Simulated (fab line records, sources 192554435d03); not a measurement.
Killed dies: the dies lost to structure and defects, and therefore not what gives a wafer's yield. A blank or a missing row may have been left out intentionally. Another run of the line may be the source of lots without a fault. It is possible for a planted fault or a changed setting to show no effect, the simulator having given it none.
The tool behind it: which one?	flow n5Finfet	Sampling: 11 lots, 33 wafers, 3 of 1938 route steps

## WHAT THE GAUGES SHOWED, per wafer
N5_HKMG_FIN_THK_MEAS_70: measures by xrf.
lot	measured	on	HK_THK (nm)
L076	day 4 16:47	filmMetro-01	1.566 1.582 1.566
L077	day 5 03:19	filmMetro-02	1.606 1.593 1.647
L079	day 5 11:47	filmMetro-01	1.579 1.564 1.576
L081	day 5 18:59	filmMetro-02	1.596 1.559 1.579
L084	day 6 11:38	filmMetro-01	1.578 1.561 1.580
L086	day 7 11:45	filmMetro-02	1.572 1.574 1.625
L088	day 7 16:48	filmMetro-01	1.574 1.594 1.576
L089	day 8 01:20	filmMetro-01	1.573 1.581 1.570
L092	day 8 14:44	filmMetro-01	1.593 1.581 1.579
L094	day 9 03:29	filmMetro-02	1.591 1.540 1.545
L096	day 9 14:53	filmMetro-01	1.563 1.545 1.534

## TOOL THAT RAN EACH LOT (tool first, then ch and the chambers of the sampled wafers, then the start)
lot	N5_SDB_DESCUM_16	N5_HKMG_FIN_ETCH_58
L076	rieDiel-01 ch 0,2,3, day 4 07:17	rieDiel-03 ch 0,3, day 4 14:28
L077	rieDiel-01 ch 1,2,3, day 4 17:16	rieDiel-03 ch 2,3, day 5 01:05
L079	rieDiel-01 ch 1,2,3, day 5 00:55	rieDiel-05 ch 0,1,3, day 5 09:18
L081	rieDiel-05 ch 1,2,3, day 5 10:55	rieDiel-03 ch 2,3, day 5 16:50
L084	rieDiel-03 ch 0,2, day 6 03:41	rieDiel-03 ch 0,2, day 6 09:32
L086	rieDiel-01 ch 0,1, day 7 03:43	rieDiel-03 ch 0,1, day 7 09:39
L088	rieDiel-03 ch 1,2,3, day 7 08:43	rieDiel-01 ch 0,1, day 7 14:41
L089	rieDiel-05 ch 2,3, day 7 16:41	rieDiel-05 ch 2,3, day 7 23:11
L092	rieDiel-05 ch 1,2,3, day 8 06:25	rieDiel-03 ch 0,2, day 8 12:19
L094	rieDiel-05 ch 2,3, day 8 18:58	rieDiel-01 ch 1,3, day 9 01:20
L096	rieDiel-05 ch 0,1,3, day 9 06:55	rieDiel-01 ch 0,1,3, day 9 12:42
- N5_SDB_DESCUM_16: chemistry O2, time 7.9 s.
- N5_HKMG_FIN_ETCH_58: etches SOC in N2/H2, target depth 215.8 nm, time 741 s.

## THE ANSWER, worked out from the rows above alone
Rule: the lots themselves supply what counts as usual. Put in order of their means at a reading, lots are off if they are a third of the lots or fewer, leave a main group of 4 or more, and stand apart from it by a gap of 3 or more times the standard deviation of the main group's means; of several such gaps the widest counts. A main group is skipped when, at the precision printed for the reading in the tables above, its means are all equal. A lot without any number at a reading at which 4 lots or more have one is off too. The other lots that the step has rows for count as sound.
None of the lots is off at any reading shown; this tells nothing.

## WHAT HAD BEEN PUT IN BY THE SIMULATOR
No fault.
